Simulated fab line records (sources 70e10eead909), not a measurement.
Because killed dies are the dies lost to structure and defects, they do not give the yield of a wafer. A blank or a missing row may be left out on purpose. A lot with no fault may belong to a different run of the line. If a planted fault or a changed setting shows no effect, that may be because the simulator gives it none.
Comparing a struck lot with a sound one || flow nand_harc || 16 out of 1302 route steps
Sound: wafers L689.2, L689.5, L689.6. Struck: wafers L690.2, L690.4, L690.6. At the end, the cause is stated.
For every step that has rows: the tool of each side, followed by ch and its chambers, followed by its first start. Under that, the readings that differ: sound wafers || struck wafers || difference of the means || sigmas: that difference in standard deviations of wafers without a fault.
alike: same words and numbers on both sides, and readings whose means sit less than 2 such deviations apart. not compared: any withheld reading, any reading some wafer has no value for, any bound like >300 that may hide the same value, and any number with overlapping values for which the record gives no deviation.
Wherever a step has rows on one side only, a row that says differs or no value, or a row with sigmas, the two part there. Non-overlapping numbers with no deviation appear without sigmas and do not part them. A reading that every wafer of one side lacks parts them only if that side has two wafers or more.

first, 1 step without rows for these wafers: NHARC_A_DECK1_JOINT_SRD_15.
NHARC_A_DECK1_JOINT_DEP_16: deposits SiO2, target thk 45 nm.
  sound on pecvd-03 ch 0,1,2, day 14 17:46; struck on pecvd-03 ch 0,1, day 14 17:58
  alike: heater_power_w, throttle_valve_pct
  not compared: since_wet_clean_h
NHARC_A_DECK1_JOINT_THK_MEAS_17: measures by ellipsometry.
  struck on film_metro-01, day 14 18:11; sound on film_metro-02, day 14 18:01
{"reading": "thk_nm (nm)", "sound": "45.6 47.0 46.0", "struck": "43.9 41.5 44.1", "difference": -3.0, "sigmas": -3}
NHARC_A_DECK1_JOINT_INSPECT_05:
  struck on defect_inspect-02, day 14 18:14; sound on defect_inspect-01, day 14 18:04
  alike: raw_defect_count
then, 1 step without rows for these wafers: NHARC_A_ONON_D2_DEP_00 (target thk 1000 nm).
NHARC_A_ONON_D2_THK_MEAS_02: measures by ellipsometry.
  struck on film_metro-02, day 14 18:49; sound on film_metro-01, day 14 18:38
  alike: thk_nm
then, 1 step without rows for these wafers: NHARC_A_ONON_D2_DEP_03 (target thk 1000 nm).
NHARC_A_ONON_D2_THK_MEAS_05: measures by ellipsometry.
  struck on film_metro-01, day 14 19:22; sound on film_metro-01, day 14 19:12
  alike: thk_nm
then, 1 step without rows for these wafers: NHARC_A_ONON_D2_DEP_06 (target thk 1000 nm).
NHARC_A_ONON_D2_THK_MEAS_08: measures by ellipsometry.
  struck on film_metro-02, day 14 19:56; sound on film_metro-01, day 14 19:46
  alike: thk_nm
then, 1 step without rows for these wafers: NHARC_A_ONON_D2_DEP_09 (target thk 1000 nm).
NHARC_A_ONON_D2_THK_MEAS_11: measures by ellipsometry.
  struck on film_metro-02, day 14 20:31; sound on film_metro-01, day 14 20:20
  alike: thk_nm
NHARC_A_ONON_D2_DEP_12: target thk 1000 nm.
  sound on pecvd_onon-01 ch 0, day 14 20:27; struck on pecvd_onon-02 ch 0, day 14 20:37
NHARC_A_ONON_D2_THK_MEAS_14: measures by ellipsometry.
  struck on film_metro-02, day 14 21:04; sound on film_metro-01, day 14 20:55
{"reading": "thk_nm (nm)", "sound": "995 997 995", "struck": "718 716 718", "difference": -278, "sigmas": -29}
then, 1 step without rows for these wafers: NHARC_A_ONON_D2_ANNEAL_15 (time 3600 s).
-- record jumps: 12 days between struck wafers' starts before vs after; left off in module A_ONON_D2, resumes in module END, first step shown is number 1302 of the route --
NHARC_END_SORT_01:
  the record has rows for the struck wafers here (prober-01 ch 0, day 26 19:32) and none for the sound ones

== WHERE THEY PART ==
Last at NHARC_END_SORT_01 as far as this record goes, first at NHARC_A_DECK1_JOINT_THK_MEAS_17.

WHY: the cause the simulator had injected
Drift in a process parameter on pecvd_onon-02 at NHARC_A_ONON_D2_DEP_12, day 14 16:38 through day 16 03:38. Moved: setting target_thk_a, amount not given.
